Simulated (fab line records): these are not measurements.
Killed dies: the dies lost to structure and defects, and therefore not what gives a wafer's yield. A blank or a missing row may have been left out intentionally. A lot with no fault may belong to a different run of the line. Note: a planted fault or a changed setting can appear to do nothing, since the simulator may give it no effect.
Matching of chambers ; flow nand_harc ; rie_diel-03 running NHARC_A_STAIRCASE_ETCH_313: 4 sister chambers
The step etches the open film in CF4/CHF3. 4 wafers are shown with their chamber, then 7 later ones without.

## WAFERS, EACH WITH ITS CHAMBER
wafer;chamber;drypump_motor_current_A (A)
L086.1;0;5.18
L086.3;3;5.64
L088.1;1;5.83
L088.2;2;5.40

## WAFERS WITH NO CHAMBER GIVEN
wafer;drypump_motor_current_A (A)
L088.5;5.39
L091.1;5.63
L091.2;5.18
L091.3;5.80
L093.2;5.62
L093.3;5.19
L093.6;5.61

## WHICH CHAMBER EACH ONE RAN IN
wafer;from the rows above;in truth
L088.5;2;2
L091.1;3;3
L091.2;0;0
L091.3;1;1
L093.2;3;3
L093.3;0;0
L093.6;3;3
7 of 7 placed correctly. Not placeable from these rows: 0. Wrongly placed: 0.
How it was worked out, from the rows above alone: a wafer's distance from a chamber is the root of the sum, over the readings, of the square of ((its reading less the chamber's mean) divided by the reading's scatter). If the next closest chamber is less than 2 further off than the closest, the wafer can't be placed; otherwise it belongs to the closest. For every chamber, the mean is computed from those of its wafers that are shown. The scatter: with one shown wafer a chamber, the root of the mean of the squares of how far each hidden wafer lies from its nearest shown one.
